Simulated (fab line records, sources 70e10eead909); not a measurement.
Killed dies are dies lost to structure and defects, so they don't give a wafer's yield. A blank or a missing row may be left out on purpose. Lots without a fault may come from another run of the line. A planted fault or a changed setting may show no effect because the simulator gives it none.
fab line records | flow nand_harc | part 2 of 2: steps 24 to 30 of 30
record lots=5 wafers=15 last_day=24
route steps=1159 shown A_CONTACT@872
lots that met no fault: from a run of the same line without faults
start_h: hours from the record's first day to the start of the lot's first wafer shown | wait_h: hours since the lot's step before | " the same as in the row above | L1.1+2: a row that stands for several wafers | - no value, or no start given | * or withheld: withheld | < > ~ a bound
route shown NAME@n: a module of which the file shows steps, and the number in the route of the first | usual: mean/standard deviation of fault-free wafers | same: alike in all rows | chamber/n: place in a boat | sites: the reading at each site | _std_site: their standard deviation | _edge_site: outer sites' mean less inner sites' | radius_mm: how far each site lies from the wafer's centre | mask NAME#n: copy n | behind: the tool/chamber that last shaped the wafer | hold: why the lot was held/for how many hours/how that ended | device: the transistor (n, p or np) that didn't switch | end of line: the same wafers' tests at the end of the route | a step without rows: its recipe alone | killed: dies lost to structure and defects at the first sort, not the wafer's yield | map: a wafer's dies, x killed, . not, _ none there
set.NAME: the setting as run; set.NAME@STEP: as run at that earlier step | model.NAME: the simulator's own value behind a step, which no gauge read
lots at some steps of the route; a table a step, a row a wafer
services: from which hour (start_h, from the record's first day; less than 0 if before it) a tool's chamber was out of use, for how many hours, and why
## steps
# step NHARC_A_CONTACT_DEVELOP_68
# recipe develop_time_s=35 dev_temp_c=23
# usual developer_temp_C=23.01/0.12 resist_line_temp_C=23.02/0.11
# columns lot.wafer tool chamber start_h wait_h developer_temp_C resist_line_temp_C
L075.1 litho_track-01 0 - - 22.93 22.87
L075.4 " 0 " " 22.94 22.80
L075.5 " 0 " " 22.85 22.93
L078.1 litho_track-01 0 - - 23.05 22.79
L078.3 " 0 " " 23.14 22.96
L078.4 " 0 " " 22.99 22.87
L081.2 litho_track-04 0 - - 22.85 23.21
L081.4 " 0 " " 22.87 23.07
L081.5 " 0 " " 22.91 23.23
L085.2 litho_track-06 0 - - 22.98 23.14
L085.5 " 0 " " 23.05 23.05
L085.6 " 0 " " 23.10 22.88
L096.2 litho_track-04 0 - - 22.97 23.07
L096.3 " 0 " " 23.02 22.87
L096.6 " 0 " " 23.24 23.09
# step NHARC_A_CONTACT_CD_MEAS_69
# recipe target_cd_nm=200 landing_energy_ev=500
# usual cd_nm=199.9/0.44
# columns lot.wafer tool chamber start_h wait_h cd_nm
L075.1 cd_sem-02 0 374.29 - 199.8
L075.4 " 0 " " 200.5
L075.5 " 0 " " 199.9
L078.1 cd_sem-03 0 385.51 - 199.9
L078.3 " 0 " " 199.4
L078.4 " 0 " " 198.9
L081.2 cd_sem-02 0 427.57 - 199.8
L081.4 " 0 " " 199.7
L081.5 " 0 " " 199.6
L085.2 cd_sem-03 0 436.95 - 199.8
L085.5 " 0 " " 199.7
L085.6 " 0 " " 198.9
L096.2 cd_sem-03 0 503.28 - 200.7
L096.3 " 0 " " 200.2
L096.6 " 0 " " 200.4
# step NHARC_A_CONTACT_OVL_MEAS_70
# usual overlay_x_nm=-0.1/0.84 overlay_y_nm=0.2/0.96
# columns lot.wafer tool chamber start_h wait_h overlay_x_nm overlay_y_nm
L075.1 overlay-01 - 374.38 - -0.3 0.3
L075.4 " - " " -0.2 -0.1
L075.5 " - " " 0.0 -0.1
L078.1 overlay-01 - 385.60 - 0.7 -0.6
L078.3 " - " " 0.6 -0.7
L078.4 " - " " 0.8 -0.1
L081.2 overlay-02 - 427.66 - -0.6 1.7
L081.4 " - " " -0.4 1.9
L081.5 " - " " -0.2 1.6
L085.2 overlay-01 - 437.04 - -0.2 -1.4
L085.5 " - " " 0.6 -1.3
L085.6 " - " " 0.4 -1.7
L096.2 overlay-01 - 503.36 - -1.0 -1.3
L096.3 " - " " -2.0 -1.1
L096.6 " - " " -1.4 -0.7
# step NHARC_A_CONTACT_INSPECT_71
# usual raw_defect_count=29/12
# columns lot.wafer tool chamber start_h wait_h raw_defect_count
L075.1 defect_inspect-02 - 374.42 0.0 21
L075.4 " - " " 25
L075.5 " - " " 30
L078.1 defect_inspect-01 - 385.63 0.0 32
L078.3 " - " " 29
L078.4 " - " " 26
L081.2 defect_inspect-01 - 427.70 0.0 8
L081.4 " - " " 8
L081.5 " - " " 10
L085.2 defect_inspect-02 - 437.07 0.0 25
L085.5 " - " " 22
L085.6 " - " " 24
L096.2 defect_inspect-02 - 503.40 0.0 20
L096.3 " - " " 20
L096.6 " - " " 27
# step NHARC_A_CONTACT_DESCUM_74
# recipe time_s=3 o2_flow_sccm=200 ar_flow_sccm=0 bias_power_w=0 chemistry=O2
# usual drypump_motor_current_A=5.86/0.24 oes_product_au=0.998/0.0083 rf_vpp_V=57.7/0.97 showerhead_plenum_p_Torr=1.90/0.083 throttle_valve_pct=11.310/0.0091
# columns lot.wafer tool chamber start_h wait_h drypump_motor_current_A oes_product_au rf_hours_counter_h rf_vpp_V showerhead_plenum_p_Torr throttle_valve_pct
L075.4 rie_diel-07 0 374.48 0.1 5.86 0.997 24 57.3 1.83 11.316
L075.1 " 1 " " 5.90 0.988 29 57.2 1.81 11.306
L075.5 " 1 " " 5.86 0.993 - 57.5 1.81 11.312
L078.3 rie_diel-07 3 385.69 0.1 5.58 0.977 23 57.7 1.93 11.311
L078.1 " 0 " " 5.82 0.980 27 57.3 1.83 11.319
L078.4 " 1 " " 5.91 0.979 32 57.7 1.81 11.311
L081.2 rie_diel-11 3 427.78 0.1 5.73 0.981 22 58.1 1.79 11.308
L081.4 " 1 " " 6.39 0.990 - 57.5 1.93 11.299
L081.5 " 2 " " 5.47 0.995 - 58.9 2.05 11.319
L085.2 rie_diel-07 0 437.16 0.1 5.87 0.997 6 59.5 1.82 11.323
L085.6 " 1 " " 5.84 0.996 - 56.7 1.81 11.317
L085.5 " 2 " " 5.84 0.996 - 55.8 1.93 11.309
L096.2 rie_diel-07 0 503.46 0.1 5.82 0.994 18 58.1 1.82 11.313
L096.3 " 3 " " 5.55 1.001 18 58.7 1.93 11.325
L096.6 " 0 " " 5.84 1.008 - 59.1 1.82 11.304
# step NHARC_A_CONTACT_ETCH_75
# recipe target_depth_a=390 over_etch_frac=0.3 time_s=65 ion_energy_ev=80 cf4_flow_sccm=150 ar_flow_sccm=0 rf_w=300 bias_w=100 chemistry=CF4
# usual drypump_motor_current_A=5.85/0.24 oes_product_au=1.001/0.0069 rf_vpp_V=151.2/1.2 showerhead_plenum_p_Torr=1.75/0.07 throttle_valve_pct=13.284/0.0087
# columns lot.wafer tool chamber start_h wait_h drypump_motor_current_A oes_product_au rf_hours_counter_h rf_vpp_V showerhead_plenum_p_Torr throttle_valve_pct
L075.1 rie_diel-07 1 374.57 0.1 5.87 1.005 29 151.4 1.68 13.291
L075.4 " 3 " " 5.57 0.986 20 152.2 1.79 13.299
L075.5 " 0 " " 5.84 0.995 - 150.6 1.69 13.286
L078.3 rie_diel-07 1 385.78 0.1 5.85 1.003 32 150.1 1.68 13.279
L078.4 " 2 " " 5.84 1.003 26 150.1 1.79 13.273
L078.1 " 3 " " 5.56 0.984 23 152.2 1.79 13.272
L081.2 rie_diel-11 2 427.87 0.1 5.52 1.003 24 152.9 1.88 13.290
L081.5 " 2 " " 5.51 1.008 - 152.6 1.88 13.283
L081.4 " 3 " " 5.73 1.005 - 150.3 1.67 13.272
L085.2 rie_diel-07 2 437.24 0.1 5.84 0.995 6 151.6 1.79 13.277
L085.6 " 3 " " 5.55 0.997 - 151.0 1.78 13.284
L085.5 " 0 " " 5.85 1.014 - 149.6 1.69 13.271
L096.3 rie_diel-07 1 503.72 0.2 5.88 1.010 17 151.2 1.68 13.295
L096.2 " 3 " " 5.55 1.004 19 151.1 1.78 13.282
L096.6 " 1 " " 5.87 1.006 - 150.9 1.68 13.277
# step NHARC_A_CONTACT_ETCH_76
# recipe target_depth_a=2600 over_etch_frac=0.3 time_s=475.3 ion_energy_ev=200 n2_flow_sccm=150 h2_flow_sccm=150 ar_flow_sccm=0 rf_w=400 bias_w=150 chemistry=N2/H2
# usual drypump_motor_current_A=5.85/0.25 n2_flow_sccm=150.0/0.42 oes_product_au=1.000/0.0077 rf_vpp_V=430.2/2.6 showerhead_plenum_p_Torr=2.02/0.089 throttle_valve_pct=14.170/0.0088
# columns lot.wafer tool chamber start_h wait_h drypump_motor_current_A n2_flow_sccm oes_product_au rf_hours_counter_h rf_vpp_V showerhead_plenum_p_Torr throttle_valve_pct
L075.4 rie_diel-07 3 - - 5.54 149.5 1.005 20 431.9 2.06 14.162
L075.1 " 0 " " 5.90 149.7 0.990 24 429.1 1.95 14.170
L075.5 " 0 " " 5.88 149.6 1.000 - 428.9 1.94 14.177
L078.1 rie_diel-07 2 - - 5.82 149.9 0.998 26 430.5 2.07 14.169
L078.4 " 3 " " 5.55 149.7 0.975 23 431.8 2.06 14.172
L078.3 " 1 " " 5.90 150.1 0.992 32 426.3 1.93 14.182
L081.2 rie_diel-11 3 - - 5.74 150.2 0.996 22 428.0 1.91 14.186
L081.4 " 2 " " 5.52 149.8 1.006 - 434.9 2.18 14.177
L081.5 " 3 " " 5.75 150.3 0.996 - 425.6 1.91 14.180
L085.2 rie_diel-07 2 - - 5.84 150.1 0.989 6 430.2 2.06 14.176
L085.5 " 0 " " 5.87 149.8 0.994 - 427.4 1.94 14.182
L085.6 " 1 " " 5.89 149.7 1.010 - 428.2 1.92 14.172
L096.3 rie_diel-07 1 - - 5.87 150.2 1.005 17 427.0 1.92 14.179
L096.2 " 3 " " 5.56 149.6 1.007 19 432.2 2.06 14.174
L096.6 " 2 " " 5.85 149.4 0.990 - 431.6 2.06 14.164
## services
# columns tool chamber start_h hours kind
rie_diel-07 2 365.86 2.6 repair
rie_diel-11 - 366.50 9.0 pm
arfi_scanner-02 - 374.89 0.7 repair
wet_bench-01 - 383.46 4.0 repair
rie_diel-11 0 386.54 1.2 repair
wet_bench-01 - 389.60 8.0 pm
rie_diel-01 - 405.05 9.7 repair
rie_diel-07 - 405.20 9.0 pm
arfi_scanner-02 - 412.10 0.3 repair
arfi_scanner-02 - 420.94 1.4 repair
rie_diel-11 0 424.89 9.5 repair
arfi_scanner-02 - 428.01 4.0 pm
rie_diel-01 1 438.10 3.6 repair
wet_bench-01 - 438.80 1.8 repair
litho_track-01 - 443.00 7.0 pm
rie_diel-07 1 456.38 4.5 repair
arfi_scanner-02 - 461.80 0.7 repair
litho_track-06 - 467.00 7.0 pm
pecvd-03 - 473.36 13.0 pm
acl_dep-01 - 474.90 13.0 pm
arfi_scanner-02 - 488.26 1.9 repair
litho_track-04 - 491.00 7.0 pm
rie_diel-01 - 491.99 9.0 pm
arfi_scanner-02 - 492.51 0.9 repair
